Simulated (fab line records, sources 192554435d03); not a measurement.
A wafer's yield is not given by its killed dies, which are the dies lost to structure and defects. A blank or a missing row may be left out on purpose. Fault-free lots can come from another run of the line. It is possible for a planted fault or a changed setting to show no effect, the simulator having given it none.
Which tool was responsible? -- flow n5 finfet -- 69 wafers from 23 lots sampled at 4 of the route's 1938 steps

== WHAT THE GAUGES SHOWED, per wafer ==
N5_BEOL_M7_OVL_MEAS_29.
lot,measured,on,V6_OVL (nm)
L074,day 9 02:05,overlay-01,-0.5 0.0 0.8
L075,day 9 04:12,overlay-01,-2.3 -0.7 -1.6
L076,day 9 08:04,overlay-02,1.7 0.2 0.7
L077,day 9 15:25,overlay-01,1.1 0.8 0.6
L078,day 9 22:20,overlay-01,0.6 0.3 1.3
L080,day 10 09:08,overlay-02,-0.2 -0.1 0.2
L079,day 10 13:10,overlay-01,-0.7 -1.8 -0.9
L081,day 10 20:55,overlay-02,0.5 0.0 -0.7
L082,day 11 00:08,overlay-02,-1.0 -0.7 -1.4
L084,day 11 08:17,overlay-01,0.1 0.1 0.3
L083,day 11 13:26,overlay-01,-0.7 -0.4 -0.3
L085,day 11 16:36,overlay-02,0.4 0.0 -0.2
L086,day 12 02:03,overlay-01,-0.9 0.4 -0.1
L087,day 12 17:41,overlay-02,-0.9 -1.1 -0.6
L088,day 12 17:53,overlay-02,-0.4 -1.0 -0.8
L090,day 12 20:01,overlay-02,-0.2 0.6 -0.3
L092,day 12 23:34,overlay-02,-1.1 -0.6 -0.8
L089,day 12 23:54,overlay-01,-1.1 -1.4 -0.3
L091,day 13 02:05,overlay-01,-0.6 -0.4 -0.2
L094,day 13 23:59,overlay-02,-1.4 -1.0 -1.3
L093,day 14 00:43,overlay-01,0.3 0.2 0.4
L096,day 14 22:34,overlay-02,0.7 -0.1 -0.3
L097,day 15 08:48,overlay-02,1.0 1.7 -0.4

N5_BEOL_M7_INSPECT_30: inspects for defects (brightfield).
lot,measured,on,raw defect count
L074,day 9 02:08,defect inspect-01,373 300 251
L075,day 9 04:16,defect inspect-01,388 548 434
L076,day 9 08:07,defect inspect-01,255 389 327
L077,day 9 15:28,defect inspect-01,229 253 245
L078,day 9 22:23,defect inspect-01,349 249 308
L080,day 10 09:11,defect inspect-02,337 345 332
L079,day 10 13:13,defect inspect-01,332 466 351
L081,day 10 20:58,defect inspect-01,524 395 336
L082,day 11 00:12,defect inspect-02,373 451 474
L084,day 11 08:20,defect inspect-02,473 328 443
L083,day 11 13:29,defect inspect-02,422 370 342
L085,day 11 16:39,defect inspect-02,346 370 483
L086,day 12 02:06,defect inspect-01,359 353 401
L087,day 12 17:44,defect inspect-01,252 337 367
L088,day 12 17:56,defect inspect-01,456 360 413
L090,day 12 20:04,defect inspect-02,547 433 419
L092,day 12 23:37,defect inspect-02,252 376 330
L089,day 12 23:58,defect inspect-01,524 408 388
L091,day 13 02:08,defect inspect-02,584 581 461
L094,day 14 00:04,defect inspect-02,540 523 407
L093,day 14 00:45,defect inspect-02,512 432 356
L096,day 14 22:37,defect inspect-01,266 314 345
L097,day 15 08:51,defect inspect-01,343 308 377

== WHAT TOOL EACH LOT RAN ON (gives the tool, then ch and the chambers of the sampled wafers, and finally the start) ==
lot,N5_BEOL_M6_VIA_ETCH_34,N5_BEOL_M6_TRENCH_ETCH_37
L074,"rie diel-06 ch 0,2,3, day 8 19:34","rie diel-06 ch 0,2,3, day 9 02:05 or earlier"
L075,"rie diel-04 ch 0,2,3, day 8 20:04","rie diel-04 ch 0,2,3, day 9 04:12 or earlier"
L076,"rie diel-04 ch 0,2,3, day 9 00:33","rie diel-04 ch 0,2,3, day 9 08:04 or earlier"
L077,"rie diel-06 ch 0,1,3, day 9 08:32","rie diel-06 ch 0,1,3, day 9 15:25 or earlier"
L078,"rie diel-03 ch 2,3, day 9 15:47","rie diel-03 ch 2,3, day 9 22:20 or earlier"
L080,"rie diel-04 ch 1,2,3, day 10 01:46","rie diel-04 ch 1,2,3, day 10 09:08 or earlier"
L079,"rie diel-06 ch 0,1,2, day 10 05:35","rie diel-06 ch 0,1,2, day 10 13:10 or earlier"
L081,"rie diel-04 ch 0,1,3, day 10 12:13","rie diel-04 ch 0,1,3, day 10 20:55 or earlier"
L082,"rie diel-03 ch 0,1,2, day 10 15:22","rie diel-03 ch 0,1,2, day 11 00:08 or earlier"
L084,"rie diel-04 ch 1,2,3, day 10 21:11","rie diel-04 ch 1,2,3, day 11 08:17 or earlier"
L083,"rie diel-03 ch 1,2,3, day 11 06:35","rie diel-03 ch 1,2,3, day 11 13:26 or earlier"
L085,"rie diel-06 ch 0,1,3, day 11 08:36","rie diel-06 ch 0,1,3, day 11 16:36 or earlier"
L086,"rie diel-03 ch 1,2, day 11 17:08","rie diel-03 ch 1,2, day 12 02:03 or earlier"
L087,"rie diel-03 ch 1,2, day 12 08:18","rie diel-03 ch 1,2, day 12 17:41 or earlier"
L088,"rie diel-03 ch 0,1, day 12 11:55","rie diel-03 ch 0,1, day 12 17:53 or earlier"
L090,"rie diel-04 ch 0,1, day 12 13:47","rie diel-04 ch 0,1, day 12 20:01 or earlier"
L092,"rie diel-04 ch 0,1,2, day 12 15:47","rie diel-04 ch 0,1,2, day 12 23:34 or earlier"
L089,"rie diel-04 ch 0,3, day 12 18:24","rie diel-04 ch 0,3, day 12 23:54 or earlier"
L091,"rie diel-06 ch 0,1,3, day 12 18:24","rie diel-06 ch 2,3, day 13 02:05 or earlier"
L094,"rie diel-04 ch 1,2, day 13 13:48","rie diel-04 ch 1,2, day 13 23:59 or earlier"
L093,"rie diel-04 ch 0,3, day 13 14:11","rie diel-04 ch 0,3, day 14 00:43 or earlier"
L096,"rie diel-06 ch 0,2, day 14 10:11","rie diel-06 ch 0,2, day 14 22:34 or earlier"
L097,"rie diel-03 ch 0,2, day 14 23:53","rie diel-03 ch 0,2, day 15 08:48 or earlier"
- N5_BEOL_M6_VIA_ETCH_34: etches SiCOH lowk in C4F6/O2, target depth 126.3 nm, time 50.9 s.
- N5_BEOL_M6_TRENCH_ETCH_37: etches SiCOH lowk in C4F6/O2, target depth 94.435 nm, time 31.5 s.

== WHAT THE TOOLS THEMSELVES READ (means of the sampled wafers that have a number; where no wafer has one, the mark that the record gives instead) ==
N5_BEOL_M6_VIA_ETCH_34.
lot,tool,drypump motor current A (A),oes product au (a.u.),rf vpp V (V),showerhead plenum p Torr (Torr),throttle valve pct (%)
L074,rie diel-06,5.7,0.75,664,2.84,20.98
L075,rie diel-04,5.5,0.86,665,2.92,20.64
L076,rie diel-04,5.5,0.85,665,2.92,20.63
L077,rie diel-06,5.8,0.73,663,2.83,21.00
L078,rie diel-03,5.7,0.92,674,2.95,20.91
L080,rie diel-04,5.6,0.88,665,2.90,20.52
L079,rie diel-06,5.3,0.75,659,2.78,21.03
L081,rie diel-04,5.6,0.87,664,2.93,20.77
L082,rie diel-03,5.4,0.89,669,2.87,20.71
L084,rie diel-04,5.6,0.87,666,2.90,20.52
L083,rie diel-03,5.7,0.90,675,2.91,20.78
L085,rie diel-06,5.8,0.71,662,2.83,21.03
L086,rie diel-03,5.7,0.87,678,2.94,20.60
L087,rie diel-03,5.7,0.86,677,2.94,20.60
L088,rie diel-03,5.2,0.85,662,2.78,20.87
L090,rie diel-04,5.7,0.85,666,2.93,20.91
L092,rie diel-04,5.6,0.82,667,2.92,20.81
L089,rie diel-04,5.5,0.83,664,2.91,20.68
L091,rie diel-06,5.8,0.70,662,2.82,21.05
L094,rie diel-04,5.7,0.82,666,2.89,20.57
L093,rie diel-04,5.4,0.79,664,2.94,20.93
L096,rie diel-06,5.2,0.74,661,2.77,21.08
L097,rie diel-03,5.3,0.80,663,2.84,20.88

N5_BEOL_M6_TRENCH_ETCH_37.
lot,tool,drypump motor current A (A),oes product au (a.u.),rf vpp V (V),showerhead plenum p Torr (Torr),throttle valve pct (%)
L074,rie diel-06,5.7,0.75,665,2.84,21.01
L075,rie diel-04,5.5,0.85,665,2.92,20.65
L076,rie diel-04,5.5,0.85,665,2.92,20.68
L077,rie diel-06,5.8,0.73,663,2.83,21.03
L078,rie diel-03,5.7,0.93,674,2.95,20.95
L080,rie diel-04,5.7,0.88,665,2.90,20.56
L079,rie diel-06,5.3,0.76,658,2.78,21.07
L081,rie diel-04,5.5,0.86,666,2.93,20.80
L082,rie diel-03,5.4,0.88,670,2.87,20.74
L084,rie diel-04,5.6,0.87,666,2.90,20.56
L083,rie diel-03,5.6,0.89,675,2.91,20.79
L085,rie diel-06,5.8,0.71,663,2.83,21.06
L086,rie diel-03,5.6,0.85,678,2.94,20.62
L087,rie diel-03,5.7,0.86,678,2.94,20.63
L088,rie diel-03,5.3,0.85,662,2.78,20.92
L090,rie diel-04,5.6,0.85,666,2.93,20.94
L092,rie diel-04,5.6,0.83,666,2.92,20.84
L089,rie diel-04,5.5,0.82,663,2.91,20.71
L091,rie diel-06,5.5,0.75,666,2.81,21.19
L094,rie diel-04,5.7,0.82,666,2.89,20.61
L093,rie diel-04,5.4,0.80,664,2.94,20.98
L096,rie diel-06,5.1,0.75,660,2.77,21.11
L097,rie diel-03,5.3,0.80,663,2.84,20.89

== THE ANSWER, worked out from the rows above alone ==
Rule: the usual values come from the lots themselves. The widest of any qualifying gaps counts: lots, ordered by their means at a reading, are off when they make up no more than a third of the lots, leave a main group of 4 or more, and stand apart from it by 3 or more times the standard deviation of that group's means. A main group whose means are all the same, to the digits that the tables above print for the reading, isn't used. A lot without any number at a reading at which 4 lots or more have one is off too. All remaining lots with rows at the step are treated as sound. First the gauges in route order, then the tools' own readings, where a lot's mean is used as printed above. At the first step where some lot is off, the reading lying furthest off is the one used; lots without a number count as furthest.
No lot is off on any of the readings shown, so nothing can be concluded from this.

== WHAT THE SIMULATOR HAD INSERTED ==
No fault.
